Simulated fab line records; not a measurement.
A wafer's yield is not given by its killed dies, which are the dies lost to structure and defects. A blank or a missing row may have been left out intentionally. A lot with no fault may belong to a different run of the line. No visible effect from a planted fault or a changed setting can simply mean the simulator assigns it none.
Chamber matching + flow n5_finfet + ald_metal-01 running N5_BEOL_M8_ALD_77: 4 sister chambers
The step deposits TaN, target thk 2 nm, pulse time 2 s, purge time 3 s. 8 wafers are shown with their chamber, then 12 later ones without.

## EACH WAFER AND ITS CHAMBER
| wafer  | chamber | heater_power_w (W) | mfc_carrier_sccm (sccm) |
|--------|---------|--------------------|-------------------------|
| L083.1 | 3       | 384                | 1498                    |
| L083.2 | 0       | 453                | 1505                    |
| L082.2 | 2       | 426                | 1499                    |
| L085.1 | 2       | 414                | 1496                    |
| L085.2 | 3       | 379                | 1492                    |
| L086.3 | 1       | 421                | 1498                    |
| L086.5 | 1       | 425                | 1503                    |
| L086.6 | 0       | 453                | 1503                    |

## WAFERS WITHOUT THEIR CHAMBER
| wafer  | heater_power_w (W) | mfc_carrier_sccm (sccm) |
|--------|--------------------|-------------------------|
| L089.1 | 410                | 1504                    |
| L089.2 | 459                | 1496                    |
| L089.6 | 390                | 1509                    |
| L092.1 | 383                | 1503                    |
| L092.2 | 425                | 1502                    |
| L092.5 | 393                | 1502                    |
| L094.1 | 427                | 1505                    |
| L094.2 | 379                | 1504                    |
| L094.4 | 416                | 1500                    |
| L096.2 | 450                | 1512                    |
| L096.5 | 410                | 1502                    |
| L096.6 | 454                | 1501                    |

## CHAMBER TAKEN BY EACH
| wafer  | from the rows above     | in truth |
|--------|-------------------------|----------|
| L089.1 | can't be placed: 1 or 2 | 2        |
| L089.2 | 0                       | 0        |
| L089.6 | 3                       | 3        |
| L092.1 | 3                       | 3        |
| L092.2 | can't be placed: 1 or 2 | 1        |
| L092.5 | 3                       | 3        |
| L094.1 | can't be placed: 1 or 2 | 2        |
| L094.2 | 3                       | 3        |
| L094.4 | can't be placed: 2 or 1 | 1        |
| L096.2 | 0                       | 0        |
| L096.5 | can't be placed: 2 or 1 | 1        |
| L096.6 | 0                       | 0        |
Correct placement for 7 of the 12. Unplaceable from these rows: 5, with the true chamber sitting among the candidates in 5. 0 placed wrongly.
How it was worked out, from the rows above alone: a wafer's distance from a chamber is the root of the sum, over the readings, of the square of ((its reading less the chamber's mean) divided by the reading's scatter). The wafer belongs to the nearest chamber; if the next one is less than 2 further off, it can't be placed. For every chamber, the mean is computed from those of its wafers that are shown. The scatter: take each reading less its chamber's mean, square it, sum over the shown wafers, divide by the number of wafers less the number of chambers, and take the root.
